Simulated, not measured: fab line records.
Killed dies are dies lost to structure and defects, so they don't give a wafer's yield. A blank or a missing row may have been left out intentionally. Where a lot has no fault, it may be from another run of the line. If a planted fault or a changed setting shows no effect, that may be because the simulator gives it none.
fab line records | flow n5Finfet
[record] lots = 6 wafers = 18 lastDay = 17
route steps=1938 shown STI_FIN_REVEAL@184 BEOL_M4@1111 PASSIVATION@1936
lots that met no fault: taken from a fault-free run of the same line
startH: start of the lot's first displayed wafer, in hours after the record's first day | waitH: time in hours since the lot's previous step | " as in the row above | L1.1+2: a single row standing in for several wafers | - value missing, or start not given | * or withheld: withheld | < > ~ a bound
route shown NAME@n: a module of which the file shows steps, and the number in the route of the first | usual: mean and standard deviation over wafers with no fault | same: alike in all rows | chamber/n: place in a boat | sites: per-site readings | _std_site: how widely they spread, as a standard deviation | _edge_site: outer sites' mean less inner sites' | radiusMm: for every site, how far away it sits from the centre of the wafer | mask NAME#n: copy n | behind: the last tool/chamber to shape the wafer | hold: the reason the lot was held/the length of the hold in hours/how it ended | device: the transistor (n, p or np) that didn't switch | end of line: the route-end tests of the same wafers | a step given without rows: its recipe and nothing more | killed: dies that structure and defects cost at the first sort, which is not the same as the wafer's yield | map: per-die view of a wafer (x killed, . not killed, _ where there is no die)
set.NAME: setting as actually run; set.NAME@STEP: the setting as run at that earlier step | model.NAME: the simulator's own value behind a step, which no gauge read
lots at selected steps of the route; one table per step, one row per wafer
services: from which hour (startH, from the record's first day; less than 0 if before it) a tool's chamber was out of use, for how many hours, and why
[[steps]]
[step N5_STI_FIN_REVEAL_ALD_14]
[recipe] material = Si3N4 targetThkA = 30 tempC = 400 aldPrecursorFamily = SiH2I2 aldCoReactant = N2/H2-plasma pressureTorr = 2
[usual] heaterPowerW = 807/98
// columns lot.wafer tool chamber startH waitH heaterPowerW
L116.1 aldSin-04 2 73.91 0.0 628
L116.2 " 3 " " 837
L116.4 " 1 " " 828
L122.2 aldSin-03 3 107.33 0.0 883
L122.3 " 1 " " 1007
L122.4 " 2 " " 721
L126.3 aldSin-04 0 130.19 0.0 736
L126.4 " 2 " " 652
L126.5 " 1 " " 827
L127.3 aldSin-04 1 137.01 0.0 826
L127.5 " 2 " " 640
L127.6 " 1 " " 832
L131.3 aldSin-03 3 160.37 0.0 878
L131.4 " 1 " " 1008
L131.6 " 3 " " 894
L132.3 aldSin-03 0 166.31 0.0 775
L132.4 " 1 " " 976
L132.6 " 2 " " 691
[step N5_STI_FIN_REVEAL_FCVD_FILL_01]
[recipe] material = SiO2_flowable targetThkA = 3120 tempC = 100 pressureTorr = 0.8 rfW = 2000 timeS = 512.2
[step N5_STI_FIN_REVEAL_DENSIFY_02]
[recipe] tempC = 650 ambient = steam timeS = 1800 idleTempC = 400 densificationPH2oTorr = 640
[step N5_STI_FIN_REVEAL_CMP_04]
[recipe] stopOn = Si3N4 tOverpolishS = 4 downForcePsi = 2 platenRpm = 54.18 postCmpClean = alkalineBrush padVelocityMS = 1.078 targetThkNm = 131.83
[usual] headPressurePsi = 2.000/0.0047 motorCurrentA = 8.0/0.73 overpolishRunS = 3.999/0.0089 slurryFilterDpKPa = 13.48/0.13 timeToEndpointS = 107/5.7
// columns lot.wafer tool chamber startH waitH headPressurePsi motorCurrentA overpolishRunS slurryFilterDpKPa timeToEndpointS
L116.4 cmp-03 2 78.95 0.0 1.995 7.4 4.002 13.56 101
L116.1 " 3 " " 2.007 7.8 4.000 13.43 101
L116.2 " 1 " " 1.997 7.2 4.008 13.45 110
L122.2 cmp-02 3 112.53 0.2 2.001 7.4 3.999 13.64 103
L122.3 " 0 " " 2.000 8.4 3.992 13.26 103
L122.4 " 1 " " 1.997 8.6 3.990 13.41 106
L126.3 cmp-02 2 135.27 0.1 2.012 7.3 4.022 13.60 100
L126.4 " 3 " " 1.998 7.1 3.998 13.53 99
L126.5 " 1 " " 1.993 8.4 3.999 13.45 104
L127.3 cmp-02 2 142.18 0.1 2.009 7.2 4.008 13.56 100
L127.5 " 3 " " 1.999 6.9 3.994 13.56 98
L127.6 " 0 " " 1.995 8.5 4.003 13.55 97
L131.4 cmp-04 0 165.48 0.1 2.003 7.8 3.992 13.35 116
L131.3 " 1 " " 2.009 7.6 3.992 13.57 114
L131.6 " 3 " " 2.002 9.3 4.002 13.36 118
L132.4 cmp-04 0 171.35 0.0 2.003 8.3 3.993 13.59 115
L132.3 " 1 " " 1.999 8.4 4.013 13.59 117
L132.6 " 0 " " 1.999 8.4 4.009 13.64 114
[step N5_STI_FIN_REVEAL_THK_MEAS_05]
[usual] thkNm = 132.5/1.2
// columns lot.wafer tool chamber startH waitH thkNm
L116.1 filmMetro-02 - 79.24 - 131.0
L116.2 " - " " 133.8
L116.4 " - " " 131.0
L122.2 filmMetro-01 - 112.78 - 131.4
L122.3 " - " " 131.5
L122.4 " - " " 132.1
L126.3 filmMetro-02 - 135.53 - 131.9
L126.4 " - " " 132.7
L126.5 " - " " 134.3
L127.3 filmMetro-02 - 142.36 - 130.9
L127.5 " - " " 131.4
L127.6 " - " " 131.7
L131.3 filmMetro-01 - 165.70 - 132.5
L131.4 " - " " 132.7
L131.6 " - " " 132.9
L132.3 filmMetro-02 - 171.65 - 133.3
L132.4 " - " " 130.5
L132.6 " - " " 131.2
[step N5_STI_FIN_REVEAL_DENSIFY_30]
[recipe] tempC = * timeS = * ambient = N2 idleTempC = 600 rampUpCPerS = 150 rampDownCPerS = 60 coolToC = 600
[step N5_STI_FIN_REVEAL_ETCHBACK_08]
[recipe] chemistry = C4F6/O2 target = SiO2 targetDepthA = 305 timeS = 10.167 ionEnergyEv = 250 pressureMtorr = 30 sourceW = 345 biasW = 185 Ar_flow_sccm = 300 C4F6_flow_sccm = 10 O2_flow_sccm = 10
[step N5_STI_FIN_REVEAL_STRIP_24]
[recipe] chemistry = N2/H2 timeS = 90 powerW = 100 tempC = 40 pressureMtorr = 100 rfFrequencyHz = 6e+07 biasPowerW = 3 n2FlowSccm = 300 h2FlowSccm = 300
[usual] drypumpMotorCurrentA = 5.7/0.39 oesProductAu = 0.77/0.082 rfVppV = 45.4/0.77 showerheadPlenumPTorr = 3.35/0.085 throttleValvePct = 12.24/0.27
// columns lot.wafer tool chamber startH waitH drypumpMotorCurrentA oesProductAu rfHoursCounterH rfVppV showerheadPlenumPTorr throttleValvePct
L116.1 rieDiel-03 0 79.52 0.0 6.1 0.85 64 46.3 3.28 11.95
L116.2 " 1 " " 5.3 0.67 237 44.4 3.47 12.70
L116.4 " 2 " " 6.2 0.76 131 44.9 3.27 12.29
L122.2 rieDiel-06 0 113.23 0.0 5.1 0.72 208 45.0 3.48 12.45
L122.3 " 3 " " 6.5 0.73 171 45.3 3.22 12.18
L122.4 " 1 " " 5.4 0.77 111 44.3 3.38 11.78
L126.3 rieDiel-06 3 135.80 0.0 6.5 0.72 179 44.5 3.22 12.22
L126.4 " 0 " " 5.1 0.71 216 44.5 3.47 12.46
L126.5 " 0 " " 5.1 0.71 - 45.5 3.47 12.46
L127.3 rieDiel-05 2 142.80 0.0 5.7 0.76 177 46.8 3.49 11.98
L127.5 " 0 " " 5.7 0.72 - 44.4 3.35 12.25
L127.6 " 1 " " 5.2 0.73 - 46.3 3.36 12.34
L131.3 rieDiel-03 3 165.98 0.0 5.7 0.91 36 46.0 3.30 11.98
L131.4 " 1 " " 5.3 1.00 3 44.8 3.46 12.10
L131.6 " 3 " " 5.6 0.91 - 44.9 3.30 11.99
L132.3 rieDiel-03 1 172.16 0.0 5.3 0.98 6 45.0 3.46 12.09
L132.4 " 0 " " 6.1 0.81 101 46.0 3.26 12.06
L132.6 " 3 " " 5.6 0.89 - 46.2 3.30 12.01
[step N5_STI_FIN_REVEAL_PRECLEAN_25]
[recipe] chemistry = SPM timeS = 90 tempC = 120 mix = 4:1
[step N5_STI_FIN_REVEAL_PRECLEAN_26]
[recipe] chemistry = SC1 timeS = 45 tempC = 46 mix = 1:2:100
[step N5_STI_FIN_REVEAL_PRECLEAN_29]
[recipe] chemistry = DHF timeS = 30 tempC = 25 dilution = 300:1
[step N5_STI_FIN_REVEAL_SRD_12]
[recipe] timeS = 30 tempC = 23 rinseLiquid = diw dry = ipaMarangoni
[step N5_STI_FIN_REVEAL_RECESS_09]
[recipe] chemistry = HF/NH3 target = SiO2 afsCycles = 11 targetDepthA = 425 tempC = 30 sublimationTempC = 180 sublimationTimeS = 60
[usual] drypumpMotorCurrentA = 5.6/0.41 tempC = 30.00/0.12
// columns lot.wafer tool chamber startH waitH drypumpMotorCurrentA tempC
L116.1 vaporEtch-01 1 79.74 0.0 6.3 29.92
L116.2 " 0 " " 5.9 30.05
L116.4 " 0 " " 5.9 29.83
L122.2 vaporEtch-02 1 113.45 0.0 5.3 30.07
L122.3 " 1 " " 5.3 30.16
L122.4 " 0 " " 5.1 30.24
L126.3 vaporEtch-01 0 136.55 0.6 5.8 28.07
L126.4 " 1 " " 6.2 28.12
L126.5 " 0 " " 5.8 28.17
L127.3 vaporEtch-01 0 144.43 1.4 5.8 27.88
L127.5 " 0 145.85 2.9 5.9 27.93
L127.6 " 0 " " 5.8 27.87
L131.3 vaporEtch-02 0 166.73 0.6 5.2 29.96
L131.4 " 1 " " 5.3 30.04
L131.6 " 0 " " 5.1 29.90
L132.3 vaporEtch-02 0 172.90 0.6 5.2 29.75
L132.4 " 1 " " 5.3 30.19
L132.6 " 1 " " 5.3 30.19
[step N5_STI_FIN_REVEAL_STRIP_16]
[recipe] chemistry = H3PO4 material = SiNx tempC = 165 targetDepthA = 238 overetchFraction = 0.4964 dry = ipaMarangoni
[step N5_STI_FIN_REVEAL_PRECLEAN_17]
[recipe] chemistry = NF3:NH3 afsCycles = 1 tempC = 30 timeS = 20 sublimationTempC = 180 sublimationTimeS = 60 pressureTorr = 3 rfPowerW = 30
[step N5_STI_FIN_REVEAL_ETCH_34]
[recipe] chemistry = H2 mode = isotropic material = Si target = Si targetDepthA = 9.7 tempC = 20 pressureMtorr = 4.5 icpW = 300 biasW = 0 h2FlowSccm = 7.5 heFlowSccm = 142.5
[usual] drypumpMotorCurrentA = 5.7/0.39 oesProductAu = 0.986/0.018 throttleValvePct = 25.6/0.48
// columns lot.wafer tool chamber startH waitH drypumpMotorCurrentA oesProductAu rfHoursCounterH throttleValvePct
L116.1 rieSi-04 0 81.83 0.2 5.7 0.988 79 26.0
L116.2 " 1 " " 6.1 0.991 43 25.8
L116.4 " 2 " " 5.5 0.963 88 25.7
L122.2 rieSi-03 0 115.57 0.1 6.2 0.969 149 25.3
L122.3 " 3 " " 5.2 1.004 55 24.7
L122.4 " 2 " " 6.2 0.987 64 26.3
L126.3 rieSi-04 2 138.11 0.1 5.6 0.940 90 25.7
L126.4 " 1 " " 6.1 0.988 44 25.8
L126.5 " 3 " " 6.0 0.992 - 25.8
L127.3 rieSi-05 0 147.77 0.1 5.1 1.005 27 25.5
L127.5 " 1 " " 5.4 1.008 - 26.1
L127.6 " 2 " " 5.9 1.007 - 24.8
L131.3 rieSi-03 0 168.30 0.1 6.2 0.958 150 25.3
L131.4 " 2 " " 6.2 0.975 65 26.3
L131.6 " 2 " " 6.2 0.972 - 26.3
L132.3 rieSi-03 0 174.46 0.1 6.2 0.967 150 25.3
L132.4 " 1 " " 5.3 0.970 176 25.6
L132.6 " 0 " " 6.2 0.962 - 25.3
[step N5_STI_FIN_REVEAL_OXIDATION_31]
[recipe] chemistry = O2_PLASMA_REMOTE tempC = 150 timeS = 20 pressureMtorr = 1000 sourcePowerW = 2000 o2FlowSccm = 3000
[step N5_STI_FIN_REVEAL_PRECLEAN_32]
[recipe] chemistry = NF3:NH3 afsCycles = 1 tempC = 30 timeS = 20 sublimationTempC = 180 sublimationTimeS = 60 pressureTorr = 3 rfPowerW = 30
[step N5_STI_FIN_REVEAL_STRIP_35]
[recipe] chemistry = H3PO4 material = Si3N4 tempC = 165 targetDepthA = 40 timeS = 39
[step N5_STI_FIN_REVEAL_SRD_21]
[recipe] dry = ipaMarangoni timeS = 30 tempC = 23 rinseLiquid = diw
[step N5_STI_FIN_REVEAL_OXIDATION_33]
[recipe] chemistry = O2_PLASMA_REMOTE tempC = 150 timeS = 20 pressureMtorr = 1000 sourcePowerW = 2000 o2FlowSccm = 3000
[usual] drypumpMotorCurrentA = 5.40/0.16 heaterPowerW = 148/15
// columns lot.wafer tool chamber startH waitH drypumpMotorCurrentA heaterPowerW rfHoursCounterH
L116.1 plasmaAsher-02 1 82.24 0.0 5.31 130 88
L116.2 " 0 " " 5.52 158 88
L116.4 " 1 " " 5.31 126 -
L122.2 plasmaAsher-02 1 115.99 0.0 5.28 129 94
L122.3 " 0 " " 5.51 159 -
L122.4 " 1 " " 5.32 127 -
L126.3 plasmaAsher-02 0 138.54 0.0 5.51 166 -
L126.4 " 1 " " 5.28 126 -
L126.5 " 1 " " 5.30 124 -
L127.3 plasmaAsher-02 0 148.20 0.0 5.52 163 -
L127.5 " 0 " " 5.54 160 -
L127.6 " 1 " " 5.32 126 -
L131.3 plasmaAsher-02 1 168.74 0.0 5.30 127 -
L131.4 " 0 " " 5.52 160 -
L131.6 " 1 " " 5.27 128 -
L132.3 plasmaAsher-02 1 174.89 0.0 5.31 125 -
L132.4 " 0 " " 5.51 164 -
L132.6 " 1 " " 5.34 126 -
[step N5_STI_FIN_REVEAL_CLEAN_19]
[recipe] chemistry = O3/DIW tempC = 25 timeS = 120 o3Ppm = 10
[step N5_STI_FIN_REVEAL_SRD_23]
[recipe] dry = ipaMarangoni timeS = 30 tempC = 23 rinseLiquid = diw
[step N5_STI_FIN_REVEAL_CD_MEAS_22]
[recipe] targetCdNm = 6.238 pitchNm = 28 polarity = line
[usual] cdNm = 6.18/0.25
// columns lot.wafer tool chamber startH waitH cdNm
L116.1 cdSem-01 - 82.41 0.0 6.51
L116.2 " - " " 6.19
L116.4 " - " " 6.31
L122.2 cdSem-03 - 116.16 0.0 5.97
L122.3 " - " " 5.83
L122.4 " - " " 6.86
L126.3 cdSem-02 - 138.69 0.0 6.00
L126.4 " - " " 6.41
L126.5 " - " " 6.21
L127.3 cdSem-01 - 148.35 0.0 5.89
L127.5 " - " " 6.08
L127.6 " - " " 6.26
L131.3 cdSem-01 - 168.88 0.0 6.45
L131.4 " - " " 6.31
L131.6 " - " " 6.36
L132.3 cdSem-01 - 175.04 0.0 6.15
L132.4 " - " " 6.43
L132.6 " - " " 6.43
[step N5_STI_FIN_REVEAL_FIN_H_MEAS_10]
[usual] trenchDepthNm = 52.1/0.79
// columns lot.wafer tool chamber startH waitH trenchDepthNm
L116.1 ocd-02 - 82.44 0.0 53.0
L116.2 " - " " 51.7
L116.4 " - " " 52.9
L122.2 ocd-01 - 116.19 0.0 51.3
L122.3 " - " " 52.0
L122.4 " - " " 52.1
L126.3 ocd-01 - 138.72 0.0 54.6
L126.4 " - " " 54.3
L126.5 " - " " 54.2
L127.3 ocd-01 - 148.38 0.0 55.4
L127.5 " - " " 55.3
L127.6 " - " " 54.4
L131.3 ocd-01 - 168.91 0.0 52.2
L131.4 " - " " 52.7
L131.6 " - " " 52.1
L132.3 ocd-01 - 175.07 0.0 54.3
L132.4 " - " " 52.9
L132.6 " - " " 53.2
[step N5_STI_FIN_REVEAL_PRECLEAN_18]
[recipe] chemistry = SC2 timeS = 45 tempC = 35 mix = 1:1:50
[step N5_BEOL_M4_RC_MEAS_101]
[usual] DIBL_N = 35.8/1.8 DIBL_P = 35.6/2 IOFF_N = 0.148/0.028 IOFF_P = 0.20/0.034 ION_N = 672/12 ION_P = 462/8.5 SS_N = 71.2/0.65 SS_P = 73.1/0.67 VT_N = 251/3.3 VT_P = -251/3.8
// columns lot.wafer tool chamber startH waitH DIBL_N[mV/V] DIBL_P[mV/V] IOFF_N[nA/um] IOFF_P[nA/um] ION_N[uA/um] ION_P[uA/um] SS_N[mV/dec] SS_P[mV/dec] VT_N[mV] VT_P[mV]
L116.1 prober-01 0 202.10 0.0 39.4 37.9 0.207 0.27 693 484 71.9 74.3 244 -243
L116.2 " 0 " " 36.9 35.3 0.155 0.22 672 468 71.6 73.5 251 -246
L116.4 " 0 " " 36.8 36.0 0.171 0.24 689 481 71.8 72.6 246 -244
L122.2 prober-02 0 247.29 0.2 37.1 34.5 0.157 0.23 663 457 72.2 73.5 252 -246
L122.3 " 0 " " 35.9 34.3 0.142 0.22 660 462 72.0 72.5 252 -248
L122.4 " 0 " " 39.8 38.4 0.235 0.31 694 472 73.0 74.0 245 -246
L126.3 prober-02 0 264.51 0.3 33.1 33.2 0.086 0.12 671 461 70.7 72.7 262 -259
L126.4 " 0 " " 37.7 39.5 0.160 0.20 700 470 71.7 73.5 252 -252
L126.5 " 0 " " 35.6 36.2 0.123 0.15 684 461 71.1 73.1 255 -257
L127.3 prober-01 0 267.62 0.3 36.4 37.1 0.156 0.20 701 483 71.6 73.3 250 -252
L127.5 " 0 " " 36.9 37.4 0.155 0.20 697 481 71.5 73.9 250 -251
L127.6 " 0 " " 36.0 36.2 0.152 0.18 702 475 72.1 73.1 249 -253
L131.3 prober-02 0 307.18 0.3 34.2 33.6 0.128 0.18 679 463 70.3 72.2 254 -252
L131.4 " 0 " " 34.9 33.6 0.130 0.17 678 462 71.0 72.6 253 -252
L131.6 " 0 " " 36.6 35.9 0.153 0.21 687 471 71.3 73.1 250 -248
L132.3 prober-02 0 311.02 0.3 34.3 34.4 0.142 0.20 690 471 70.7 72.1 253 -250
L132.4 " 0 " " 37.9 38.2 0.200 0.25 686 472 71.2 73.8 247 -247
L132.6 " 0 " " 38.1 38.1 0.214 0.26 705 481 71.2 72.8 243 -244
[step N5_PASSIVATION_PROBE_49]
[usual] defectLimitedYield = 91.3/1.5 killed_at_M0_to_M3 = 34/11 killed_at_M4_up = 14/6.1 killedAtContacts = 12/5.9 killedAtFrontEnd = 39/11 killedAtOther = 4/3.3 killedDies = 102/18 killedOpen = 67/13 killedShort = 33/7.9 sort_bin_5_function = 5.1/1 sort_bin_6_memory = 3.3/0.7 sortNPass = 1077/19 sortYieldPct = 91.3/1.6
[same] grossDies = 1180 killedAtBackSide = 0 sort_bin_4_leakage[%] = 0 sort_bin_8_speed[%] = 0
// columns lot.wafer tool chamber startH waitH defectLimitedYield[%] killed_at_M0_to_M3 killed_at_M4_up killedAtContacts killedAtFrontEnd killedAtOther killedDies killedOpen killedShort sort_bin_5_function[%] sort_bin_6_memory[%] sortNPass sortYieldPct[%]
L126.3 prober-01 - 370.14 0.1 93.2 29 10 11 25 5 80 49 28 4.3 2.2 1100 93.2
L126.4 prober-01 - 370.19 0.2 93.9 27 10 4 30 1 72 49 20 3.3 2.6 1108 93.9
L126.5 prober-01 - 370.24 0.2 91.4 22 11 22 40 7 102 59 39 4.5 3.6 1078 91.4
// killed by level:class
L126.3 BEOL_M3:geometricParticle:open=11 MOL_CONTACT_COAG:geometricParticle:open=8 FIN_SAQP:geometricParticle:short=6 BEOL_M2:geometricParticle:open=5 STI_FIN_REVEAL:geometricParticle:open=4 BEOL_M0_SAQP:geometricParticle:open=4 DUMMY_GATE:geometricParticle:open=3 MOL_CONTACT_COAG:geometricParticle:short=3
L126.4 BEOL_M1:geometricParticle:open=12 FIN_SAQP:geometricParticle:short=10 FIN_SAQP:geometricParticle:open=6 BEOL_M0:geometricParticle:open=6 DUMMY_GATE:geometricParticle:open=4 STI_FIN_REVEAL:geometricParticle:open=3 STARTING-WAFER:geometricParticle:open=3 BEOL_M9:geometricParticle:open=2
L126.5 FIN_SAQP:geometricParticle:short=19 MOL_CONTACT_COAG:geometricParticle:open=18 BEOL_M0_SAQP:geometricParticle:open=8 BEOL_M0_SAQP:geometricParticle:short=7 MOL_CONTACT_COAG:geometricParticle:short=3 STI_FIN_REVEAL:geometricParticle:open=3 BEOL_M2:geometricParticle:open=3 BEOL_M5:geometricParticle:open=3
[[services]]
// columns tool chamber startH hours kind
cmp-03 - 53.58 7.2 pm
rieDiel-03 3 60.97 - clean
rieDiel-03 3 60.97 - consumableReplace:focusRing
rieDiel-03 3 60.97 14.1 scheduledDown
rieDiel-03 3 60.97 14.1 ventCycle
cmp-02 - 61.79 6.2 pm
cmp-03 - 62.08 2.5 repair
cmp-03 - 66.63 4.0 repair
aldSin-03 - 85.25 14.0 pm
aldSin-03 0 85.25 14.0 ventCycle
aldSin-03 1 85.25 14.0 ventCycle
aldSin-03 2 85.25 14.0 ventCycle
plasmaAsher-02 - 85.76 3.6 repair
cmp-03 - 88.78 63.6 repair
rieDiel-06 3 94.68 12.9 repair
cmp-04 - 103.78 12.7 repair
cmp-02 - 116.60 4.0 pm
cmp-02 - 136.64 2.2 repair
vaporEtch-01 1 137.75 11.0 repair
rieSi-03 2 140.05 1.3 repair
cmp-04 - 146.70 6.9 pm
cmp-03 - 152.41 4.0 pm
rieDiel-05 2 169.34 16.3 repair
rieDiel-05 0 170.33 5.8 repair
[[key]]
[firstSign] step = N5_STI_FIN_REVEAL_RECESS_09 reading = tempC direction = down sigmas = 17 usual = * struck = *
[effect] step = N5_STI_FIN_REVEAL_FIN_H_MEAS_10 reading = trenchDepthNm direction = up sigmas = 3.3 usual = 52.1 struck = 54.7
[effect] step = N5_BEOL_M4_RC_MEAS_101 reading = ION_N direction = up sigmas = 1.7 usual = 672 struck = 693
metAt N5_STI_FIN_REVEAL_RECESS_09
struckWafers L126.3,L126.4,L126.5,L127.3,L127.5,L127.6
onsetBetween 79.74 136.55
[fault] kind = processParameterDrift tool = vaporEtch-01 chamber = - onsetH = 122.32 steps = N5_STI_FIN_REVEAL_RECESS_09 channel = tempC offset = * shape = step endH = 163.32 actsIn = * stated = *
